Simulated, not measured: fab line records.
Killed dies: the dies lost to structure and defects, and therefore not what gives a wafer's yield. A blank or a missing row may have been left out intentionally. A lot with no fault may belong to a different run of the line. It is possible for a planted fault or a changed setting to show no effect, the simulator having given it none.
fab line records + flow n5Finfet
record
- lots=5
- wafers=15
- lastDay=20
route steps=1938 shown WELL_APT@35 PMOS_HMC_CHANNEL_EPI@57 BEOL_M4@1111
lots with no fault: from the same line, run without faults
startH: the number of hours between the record's first day and the start of the first shown wafer of the lot + waitH: hours elapsed since this lot's preceding step + " the same as in the row above + L1.1+2: several wafers, shown together as one row + - value missing, or start not given + * or withheld: withheld + < > ~ a bound
route shown NAME@n: NAME is a module with steps in the file, n the number in the route of the first one + usual: mean/standard deviation of fault-free wafers + same: alike in all rows + chamber/n: place in a boat + sites: per-site readings + _std_site: the standard deviation of these + _edge_site: mean of outer sites minus mean of inner sites + radiusMm: how far each site lies from the wafer's centre + mask NAME#n: copy n + behind: the tool/chamber that last shaped the wafer + hold: why the lot went on hold/how many hours it stayed there/how the hold came to an end + device: whichever transistor did not switch (one of n, p or np) + end of line: the route-end tests of the same wafers + a step given without rows: its recipe and nothing more + killed: not the wafer's yield, but the dies lost to structure and defects at the first sort + map: per-die view of a wafer (x killed, . not killed, _ where there is no die)
set.NAME: the setting as run; set.NAME@STEP: as run at that earlier step + model.NAME: the simulator's own value behind a step, which no gauge read
lots seen at some steps along the route; tables by step, rows by wafer
## steps
# step N5_WELL_APT_HMDS_18
# recipe
- timeS=60
- tempC=120
# step N5_WELL_APT_COAT_19
# recipe
- spinRpm=1357
- resistThkNm=950
# step N5_WELL_APT_EBR_21
# recipe
- solvent=PGMEA
- ebrWidthMm=1.5
# step N5_WELL_APT_SOFTBAKE_20
# recipe
- tempC=130
- timeS=60
# step N5_WELL_APT_EXPOSE_22
# recipe
- maskId=PWELL
- na=0.8
- sourceShape=conventional
- sigmaOuter=0.8
- polarization=unpolarized
- defocusNm=0
- targetCdNm=200
- doseMj=23.2
# step N5_WELL_APT_PEB_23
# recipe
- pebTempC=130
- pebTimeS=90
# step N5_WELL_APT_DEVELOP_24
# recipe
- developTimeS=45
- rinseLiquid=surfactantRinse
- dry=airSpin
- devTempC=21
# step N5_WELL_APT_HARDBAKE_29
# recipe
- tempC=130
- timeS=120
# step N5_WELL_APT_DESCUM_30
# recipe
- chemistry=O2
- timeS=7.9
- sourcePowerW=50
- biasPowerW=20
- pressureMtorr=20
- rfFrequencyHz=2.712e+07
- tempC=40
- o2FlowSccm=225
# step N5_WELL_APT_IMPLANT_31
# recipe
- species=B
- energyKev=60
- doseCm2=1.5e+13
- tiltDeg=0
- rotationDeg=0
# usual
- doseIonsCm2=1.4998e+13/1.7e+10
- faradayCurrentUA=190/3.9
| lot.wafer | tool         | chamber | startH | waitH | doseIonsCm2 | faradayCurrentUA |
|-----------|--------------|---------|--------|-------|-------------|------------------|
| L626.1    | implanter-01 | 0       | 57.56  | 0.1   | 1.4984e+13  | 186              |
| L626.3    | "            | 0       | "      | "     | 1.4974e+13  | 185              |
| L626.4    | "            | 0       | "      | "     | 1.4983e+13  | 185              |
| L630.1    | implanter-01 | 0       | 81.13  | 0.1   | 1.4951e+13  | 190              |
| L630.5    | "            | 0       | "      | "     | 1.4991e+13  | 190              |
| L630.6    | "            | 0       | "      | "     | 1.4977e+13  | 193              |
| L638.1    | implanter-01 | 0       | 129.17 | 0.1   | 6.559e+12   | 83               |
| L638.2    | "            | 0       | "      | "     | 6.546e+12   | 81               |
| L638.6    | "            | 0       | "      | "     | 6.522e+12   | 84               |
| L640.1    | implanter-01 | 0       | 142.32 | 0.1   | 6.493e+12   | 85               |
| L640.2    | "            | 0       | "      | "     | 6.504e+12   | 82               |
| L640.3    | "            | 0       | "      | "     | 6.515e+12   | 83               |
| L641.1    | implanter-01 | 0       | 148.12 | 0.1   | 6.514e+12   | 83               |
| L641.4    | "            | 0       | "      | "     | 6.518e+12   | 81               |
| L641.5    | "            | 0       | "      | "     | 6.517e+12   | 82               |
# step N5_WELL_APT_IMPLANT_32
# recipe
- species=BF2
- energyKev=50
- doseCm2=2e+13
- tiltDeg=0
- rotationDeg=0
# step N5_WELL_APT_STRIP_33
# recipe
- chemistry=SPM
- timeS=900
- tempC=130
- h2so4H2o2VolRatio=4
- dry=ipaMarangoni
# step N5_WELL_APT_RTA_34
# recipe
- tempC=1000
- timeS=10
- ambient=N2
- idleTempC=600
- rampUpCPerS=150
- rampDownCPerS=60
- coolToC=600
# step N5_WELL_APT_OXIDE_STRIP_42
# recipe
- chemistry=dHF
- dilution=25:1
- timeS=45
- tempC=25
- target=SiO2
- targetDepthA=120
# step N5_WELL_APT_PRECLEAN_36
# recipe
- chemistry=O3/DIW
- timeS=45
- tempC=22
- o3Ppm=10
# step N5_WELL_APT_PRECLEAN_39
# recipe
- chemistry=dHF
- timeS=60
- dilution=150:1
- tempC=25
# step N5_WELL_APT_SRD_37
# recipe
- dry=ipaMarangoni
- doPpb=5
- timeS=30
- tempC=23
- rinseLiquid=diw
# step N5_WELL_APT_EPI_41
# recipe
- material=Si
- targetThkA=500
- tempC=650
- precursor=SiH4/H2
- pressureTorr=20
- timeS=297.7
# step N5_PMOS_HMC_CHANNEL_EPI_HM_DEP_34
# recipe
- material=SiO2
- targetThkA=360
- tempC=400
- precursor=TEOS/O2
- pressureTorr=6.5
- rfW=900
- teosFlowSccm=161.4
- gas=O2
- flowSccm=2650
- timeS=6.9
# step N5_PMOS_HMC_CHANNEL_EPI_COAT_31
# recipe
- resist=BARC
- tempC=205
- timeS=60
- spinRpm=1500
- resistThkNm=66
# step N5_PMOS_HMC_CHANNEL_EPI_COAT_03
# recipe
- resist=CAR-ArF-block
- spinRpm=1500
- resistThkNm=205
# step N5_PMOS_HMC_CHANNEL_EPI_EBR_05
# recipe
- solvent=PGMEA
- ebrWidthMm=1.5
# step N5_PMOS_HMC_CHANNEL_EPI_SOFTBAKE_04
# recipe
- tempC=110
- timeS=60
- resist=CAR-ArF-block
# step N5_PMOS_HMC_CHANNEL_EPI_EXPOSE_06
# recipe
- maskId=PMOS_HMC_BLK
- na=1.35
- sourceShape=conventional
- sigmaOuter=0.8
- polarization=unpolarized
- targetCdNm=240
- doseMj=41
# step N5_PMOS_HMC_CHANNEL_EPI_PEB_07
# recipe
- pebTempC=110
- pebTimeS=60
- resist=CAR-ArF-block
# step N5_PMOS_HMC_CHANNEL_EPI_DEVELOP_08
# recipe
- developTimeS=30
- developer=TMAH
- resist=CAR-ArF-block
- devTempC=23
- rinseLiquid=diw
- dry=airSpin
# step N5_PMOS_HMC_CHANNEL_EPI_DESCUM_14
# recipe
- chemistry=O2
- timeS=7.9
- sourcePowerW=50
- biasPowerW=20
- pressureMtorr=20
- rfFrequencyHz=2.712e+07
- tempC=40
- resist=CAR-ArF-block
- o2FlowSccm=225
# step N5_PMOS_HMC_CHANNEL_EPI_ETCH_32
# recipe
- chemistry=N2/H2
- target=BARC
- stopOn=SiO2
- targetDepthA=858
- overEtchFrac=0.3
- timeS=50.3
- ionEnergyEv=200
- maskMaterial=CAR-ArF-block
- pressureMtorr=30
- sourceW=840
- biasW=150
- n2FlowSccm=200
- h2FlowSccm=200
# step N5_PMOS_HMC_CHANNEL_EPI_HM_OPEN_15
# recipe
- chemistry=CHF3/O2
- target=SiO2
- maskMaterial=CAR-ArF-block
- targetDepthA=406
- CHF3_flow_sccm=50
- O2_flow_sccm=5
- Ar_flow_sccm=200
- timeS=20.3
- pressureMtorr=30
- sourceW=650
- biasW=170
- ionEnergyEv=200
# step N5_PMOS_HMC_CHANNEL_EPI_STRIP_33
# recipe
- chemistry=N2/H2
- powerW=500
- tempC=40
- pressureMtorr=50
- rfFrequencyHz=6e+07
- overashFraction=0.3
- biasPowerW=8
- h2Frac=0.5
- n2FlowSccm=300
- h2FlowSccm=300
# step N5_PMOS_HMC_CHANNEL_EPI_STRIP_17
# recipe
- chemistry=SPM
- timeS=750
- tempC=130
- h2so4H2o2VolRatio=4
- dry=ipaMarangoni
# step N5_PMOS_HMC_CHANNEL_EPI_ETCH_38
# recipe
- chemistry=CF4
- target=SiO2
- targetDepthA=15
- ionEnergyEv=350
- pressureMtorr=10
- icpW=800
- biasW=400
- cf4FlowSccm=80
# step N5_PMOS_HMC_CHANNEL_EPI_FIN_RECESS_16
# recipe
- chemistry=HBr/Cl2
- target=Si
- maskMaterial=SiO2
- targetDepthA=540
- timeS=18
- pressureMtorr=10
- icpW=800
- biasW=75
- HBr_flow_sccm=150
- Cl2_flow_sccm=80
# step N5_PMOS_HMC_CHANNEL_EPI_PRECLEAN_36
# recipe
- chemistry=O3/DIW
- timeS=45
- tempC=22
- o3Ppm=10
# step N5_PMOS_HMC_CHANNEL_EPI_PRECLEAN_18
# recipe
- chemistry=DHF
- timeS=30
- tempC=25
- dilution=withheld
# step N5_BEOL_M4_RC_MEAS_101
# usual
- DIBL_N=36.6/1.3
- DIBL_P=36.4/1.4
- IOFF_N=0.167/0.023
- IOFF_P=0.219/0.029
- ION_N=678/8.7
- ION_P=464/6.4
- RS_PWELL=3004/22
- SS_N=71.5/0.53
- SS_P=73.4/0.57
- VT_N=248.5/2.8
- VT_P=-249/3.1
| lot.wafer | tool      | chamber | startH | waitH | DIBL_N[mV/V] | DIBL_P[mV/V] | IOFF_N[nA/um] | IOFF_P[nA/um] | ION_N[uA/um] | ION_P[uA/um] | RS_PWELL[ohm/sq] | SS_N[mV/dec] | SS_P[mV/dec] | VT_N[mV] | VT_P[mV] |
|-----------|-----------|---------|--------|-------|--------------|--------------|---------------|---------------|--------------|--------------|------------------|--------------|--------------|----------|----------|
| L626.1    | prober-01 | 0       | 233.01 | 0.0   | 36.1         | 36.4         | 0.144         | 0.185         | 669          | 459          | 3038             | 71.2         | 73.2         | 250.8    | -252     |
| L626.3    | "         | 0       | "      | "     | 37.5         | 37.8         | 0.161         | 0.192         | 678          | 457          | 3031             | 71.9         | 74.0         | 248.4    | -252     |
| L626.4    | "         | 0       | "      | "     | 37.0         | 37.1         | 0.152         | 0.184         | 675          | 453          | 3008             | 71.7         | 73.7         | 247.8    | -255     |
| L630.1    | prober-01 | 0       | 254.70 | 0.0   | 33.7         | 34.7         | 0.145         | 0.229         | 679          | 470          | 3040             | 71.3         | 72.7         | 250.3    | -244     |
| L630.5    | "         | 0       | "      | "     | 35.5         | 36.4         | 0.177         | 0.247         | 688          | 469          | 3033             | 71.3         | 73.7         | 247.6    | -245     |
| L630.6    | "         | 0       | "      | "     | 33.3         | 34.6         | 0.134         | 0.224         | 666          | 465          | 3037             | 70.5         | 73.0         | 252.9    | -245     |
| L640.1    | prober-01 | 0       | 351.14 | 0.0   | 36.9         | 37.9         | 0.164         | 0.231         | 674          | 467          | 4822             | 71.6         | 74.1         | 251.0    | -249     |
| L640.2    | "         | 0       | "      | "     | 36.5         | 37.0         | 0.149         | 0.200         | 676          | 457          | 4813             | 71.8         | 72.9         | 249.8    | -253     |
| L640.3    | "         | 0       | "      | "     | 37.9         | 39.8         | 0.188         | 0.257         | 684          | 471          | 4781             | 72.1         | 73.3         | 247.3    | -248     |
| L641.1    | prober-01 | 0       | 358.31 | 0.0   | 38.0         | 37.2         | 0.211         | 0.253         | 697          | 470          | 4891             | 72.1         | 74.1         | 243.8    | -247     |
| L641.4    | "         | 0       | "      | "     | 38.0         | 37.4         | 0.202         | 0.252         | 692          | 464          | 4881             | 71.6         | 73.8         | 245.1    | -249     |
| L641.5    | "         | 0       | "      | "     | 38.7         | 38.6         | 0.220         | 0.272         | 697          | 470          | 4848             | 71.8         | 74.6         | 242.7    | -247     |
## key
firstSign
- step=N5_WELL_APT_IMPLANT_31
- reading=doseIonsCm2
- direction=down
- sigmas=99+
- usual=1.4998e+13
- struck=6.521e+12
effect
- step=N5_WELL_APT_IMPLANT_31
- reading=faradayCurrentUA
- direction=down
- sigmas=27
- usual=190
- struck=83
effect
- step=N5_BEOL_M4_RC_MEAS_101
- reading=RS_PWELL
- direction=up
- sigmas=84
- usual=3004
- struck=4839
metAt N5_WELL_APT_IMPLANT_31
struckWafers L638.1,L638.2,L638.6,L640.1,L640.2,L640.3,L641.1,L641.4,L641.5
rowsEnd L638.1,L638.2,L638.6,L640.1,L640.2,L640.3
onsetBetween 81.13 129.17
fault
- kind=processParameterDrift
- tool=implanter-01
- chamber=-
- onsetH=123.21
- steps=N5_WELL_APT_IMPLANT_31
- channel=doseCm2
- offset=-8.4821e+12
- shape=step
- actsIn=theseRecipesOnly
- stated=1.5e+13
# rowsEnd: these wafers met a further fault down the route, and their rows from its step on are left out
